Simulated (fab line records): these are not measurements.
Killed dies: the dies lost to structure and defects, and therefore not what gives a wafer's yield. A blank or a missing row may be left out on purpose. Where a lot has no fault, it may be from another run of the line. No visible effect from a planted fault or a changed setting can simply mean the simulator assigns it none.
Chamber matching || flow nandHarc || NHARC_P_CONTACT_DESCUM_17 on rieDiel-01 has 4 sister chambers
The step chemistry O2, time 3 s. 14 wafers are shown with their chamber, then 7 later ones without.

## WAFERS, EACH WITH ITS CHAMBER
{"wafer": "L171.2", "chamber": 3, "drypumpMotorCurrentA (A)": 5.6, "oesProductAu (a.u.)": 1.009, "rfVppV (V)": 58.8}
{"wafer": "L171.4", "chamber": 3, "drypumpMotorCurrentA (A)": 5.6, "oesProductAu (a.u.)": 1.005, "rfVppV (V)": 56.9}
{"wafer": "L171.6", "chamber": 2, "drypumpMotorCurrentA (A)": 6.1, "oesProductAu (a.u.)": 1.008, "rfVppV (V)": 58.1}
{"wafer": "L173.1", "chamber": 1, "drypumpMotorCurrentA (A)": 6.2, "oesProductAu (a.u.)": 0.993, "rfVppV (V)": 58.0}
{"wafer": "L173.2", "chamber": 2, "drypumpMotorCurrentA (A)": 6.2, "oesProductAu (a.u.)": 1.010, "rfVppV (V)": 59.1}
{"wafer": "L173.5", "chamber": 0, "drypumpMotorCurrentA (A)": 5.4, "oesProductAu (a.u.)": 0.998, "rfVppV (V)": 57.9}
{"wafer": "L181.1", "chamber": 0, "drypumpMotorCurrentA (A)": 5.4, "oesProductAu (a.u.)": 1.003, "rfVppV (V)": 56.3}
{"wafer": "L181.4", "chamber": 3, "drypumpMotorCurrentA (A)": 5.6, "oesProductAu (a.u.)": 1.011, "rfVppV (V)": 58.7}
{"wafer": "L181.6", "chamber": 0, "drypumpMotorCurrentA (A)": 5.4, "oesProductAu (a.u.)": 1.001, "rfVppV (V)": 55.9}
{"wafer": "L183.1", "chamber": 1, "drypumpMotorCurrentA (A)": 6.2, "oesProductAu (a.u.)": 1.000, "rfVppV (V)": 58.0}
{"wafer": "L183.4", "chamber": 2, "drypumpMotorCurrentA (A)": 6.1, "oesProductAu (a.u.)": 0.986, "rfVppV (V)": 57.6}
{"wafer": "L183.5", "chamber": 1, "drypumpMotorCurrentA (A)": 6.2, "oesProductAu (a.u.)": 0.996, "rfVppV (V)": 56.9}
{"wafer": "L185.1", "chamber": 2, "drypumpMotorCurrentA (A)": 6.1, "oesProductAu (a.u.)": 0.988, "rfVppV (V)": 58.1}
{"wafer": "L185.4", "chamber": 0, "drypumpMotorCurrentA (A)": 5.4, "oesProductAu (a.u.)": 0.988, "rfVppV (V)": 59.3}

SIGNATURES (averages over the wafers above)
{"reading": "drypumpMotorCurrentA", "chamber 0": 5.400, "chamber 1": 6.200, "chamber 2": 6.125, "chamber 3": 5.600, "scatter within a chamber": 0.0274}
{"reading": "oesProductAu", "chamber 0": 0.99750, "chamber 1": 0.99633, "chamber 2": 0.99800, "chamber 3": 1.00833, "scatter within a chamber": 0.00815}
{"reading": "rfVppV", "chamber 0": 57.350, "chamber 1": 57.633, "chamber 2": 58.225, "chamber 3": 58.133, "scatter within a chamber": 1.08}
Rule: a wafer's distance from a chamber is the root of the sum, over the readings, of the square of ((its reading less the chamber's mean) divided by the reading's scatter). The wafer belongs to the nearest chamber; if the next one is less than 2 further off, it can't be placed. The scatter: take each reading less its chamber's mean, square it, sum over the shown wafers, divide by the number of wafers less the number of chambers, and take the root.

## WAFERS MISSING THEIR CHAMBER
{"wafer": "L185.5", "drypumpMotorCurrentA (A)": 6.2, "oesProductAu (a.u.)": 0.983, "rfVppV (V)": 58.9}
{"wafer": "L187.4", "drypumpMotorCurrentA (A)": 5.6, "oesProductAu (a.u.)": 0.988, "rfVppV (V)": 58.0}
{"wafer": "L187.5", "drypumpMotorCurrentA (A)": 5.6, "oesProductAu (a.u.)": 0.993, "rfVppV (V)": 58.1}
{"wafer": "L187.6", "drypumpMotorCurrentA (A)": 6.1, "oesProductAu (a.u.)": 0.986, "rfVppV (V)": 58.9}
{"wafer": "L189.1", "drypumpMotorCurrentA (A)": 6.2, "oesProductAu (a.u.)": 0.994, "rfVppV (V)": 59.9}
{"wafer": "L189.3", "drypumpMotorCurrentA (A)": 5.4, "oesProductAu (a.u.)": 0.993, "rfVppV (V)": 57.8}
{"wafer": "L189.4", "drypumpMotorCurrentA (A)": 6.2, "oesProductAu (a.u.)": 1.000, "rfVppV (V)": 57.9}

## WHICH CHAMBER EACH ONE RAN IN
{"wafer": "L185.5", "from the rows above": "can't be placed: 1 or 2", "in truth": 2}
{"wafer": "L187.4", "from the rows above": 3, "in truth": 3}
{"wafer": "L187.5", "from the rows above": 3, "in truth": 3}
{"wafer": "L187.6", "from the rows above": 2, "in truth": 2}
{"wafer": "L189.1", "from the rows above": "can't be placed: 1 or 2", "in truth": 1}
{"wafer": "L189.3", "from the rows above": 0, "in truth": 0}
{"wafer": "L189.4", "from the rows above": 1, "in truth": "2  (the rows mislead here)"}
Correctly placed: 4 of 7. Cannot be placed on the basis of these rows: 2; the candidates contain the true chamber in 2. Number placed wrongly: 1.
